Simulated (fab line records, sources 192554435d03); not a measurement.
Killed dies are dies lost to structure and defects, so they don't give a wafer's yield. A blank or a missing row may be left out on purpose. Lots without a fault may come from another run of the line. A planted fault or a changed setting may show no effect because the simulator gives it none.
Split-lot experiment | flow n5_finfet | 7 lots, 21 wafers read, on a route of 1938 steps

THE SPLIT
At N5_MOL_CONTACT_COAG_EXPOSE_05 (exposes mask CA, defocus 0 nm), the setting dose_mj was moved away from the recipe's 38.25 on 8 of the 21 wafers read, by -6.0% to +3.6%. The other wafers ran this setting at the recipe's value.

FROM THE SPLIT TO THE READING: what the file shows between them, 4 steps
- N5_MOL_CONTACT_COAG_PEB_06: peb time 60 s
- N5_MOL_CONTACT_COAG_DEVELOP_07: develop time 30 s
- N5_MOL_CONTACT_COAG_DESCUM_13: chemistry O2, time 7 s
- N5_MOL_CONTACT_COAG_ETCH_59: etches underlayer in N2/H2, target depth 13 nm, time 10.4 s

THE READING
MOL_CONTACT_COAG.cd_offset_nm (the simulator's own value, which no gauge read), in nm, at N5_MOL_CONTACT_COAG_ETCH_105 (etches SiARC in CF4, target depth 15.6 nm, time 26 s). The file gives no usual value for it. The 13 wafers here that ran the recipe average -0.1 nm, standard deviation 0.19 nm.

wafer  | tool, chamber at the split | dose_mj as run | against the recipe | MOL_CONTACT_COAG.cd_offset_nm, nm | against lot-mates on the recipe
L081.2 | euv_scanner-01, 0          | 38.25          | recipe             | -0.4                              | -
L081.4 | euv_scanner-01, 0          | 35.94          | -6.0%              | -1.2                              | -0.8
L081.5 | euv_scanner-01, 0          | 35.94          | -6.0%              | -1.4                              | -1.0
L082.1 | euv_scanner-01, 0          | 39.63          | +3.6%              | 1                                 | +1.0
L082.4 | euv_scanner-01, 0          | 39.63          | +3.6%              | 0.6                               | +0.6
L082.5 | euv_scanner-01, 0          | 38.25          | recipe             | 0                                 | -
L084.3 | euv_scanner-01, 0          | 38.25          | recipe             | 0                                 | -
L084.6 | euv_scanner-01, 0          | 38.25          | recipe             | 0                                 | -
L084.5 | euv_scanner-01, 0          | 38.25          | recipe             | 0.2                               | -
L088.1 | euv_scanner-02, 0          | 37.01          | -3.2%              | -0.8                              | -0.7
L088.2 | euv_scanner-02, 0          | 38.25          | recipe             | -0.2                              | -
L088.5 | euv_scanner-02, 0          | 38.25          | recipe             | 0                                 | -
L090.1 | euv_scanner-02, 0          | 38.25          | recipe             | 0                                 | -
L090.2 | euv_scanner-02, 0          | 37.16          | -2.8%              | -0.8                              | -0.7
L090.6 | euv_scanner-02, 0          | 38.25          | recipe             | -0.2                              | -
L096.1 | euv_scanner-01, 0          | 37.14          | -2.9%              | -0.8                              | -0.4
L096.2 | euv_scanner-01, 0          | 37.14          | -2.9%              | -0.8                              | -0.4
L096.5 | euv_scanner-01, 0          | 38.25          | recipe             | -0.4                              | -
L097.3 | euv_scanner-01, 0          | 38.25          | recipe             | 0.2                               | -
L097.4 | euv_scanner-01, 0          | 38.25          | recipe             | -0.2                              | -
L097.6 | euv_scanner-01, 0          | 38.25          | recipe             | -0.2                              | -

THE FIT
A straight line over all 21 wafers: MOL_CONTACT_COAG.cd_offset_nm changes by +0.22 nm for each +1% of dose_mj; r = +0.95; the points scatter about the line by 0.18 nm.
The same after taking each lot's own level away (the mean of its wafers on the recipe; 21 wafers): +0.176 nm for each +1%; r = +0.95; scatter 0.15 nm.
On that fit, the largest move of dose_mj shifts the reading by 1.1 nm.
The lots' own levels span -0.40 to 0.07 nm, that is 2.5 times the standard deviation above.
So the lot-to-lot level changes the slope: the two fits differ.
Check: with one of the wafers moved furthest among these (-6.0%) left out of the fit, the line predicts -1.13 nm for it against its lot-mates. It came out at -0.8 nm against them.

THE WHOLE CHAIN: every reading that the file lists as answering this split, in the file's order
step                         | what it does                                                | reading                                                                        | change (the file's fit)               | r (the file's)
N5_MOL_CONTACT_COAG_ETCH_59  | etches underlayer in N2/H2, target depth 13 nm, time 10.4 s | MOL_CONTACT_COAG.cd_offset_nm (the simulator's own value, which no gauge read) | +0.187 nm for each +1% of the setting | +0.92
N5_MOL_CONTACT_COAG_ETCH_105 | etches SiARC in CF4, target depth 15.6 nm, time 26 s        | MOL_CONTACT_COAG.cd_offset_nm (the simulator's own value, which no gauge read) | +0.18 nm for each +1% of the setting  | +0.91

THE FILE'S OWN FIT
MOL_CONTACT_COAG.cd_offset_nm changes by +0.18 nm for each +1% of dose_mj, r = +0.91.
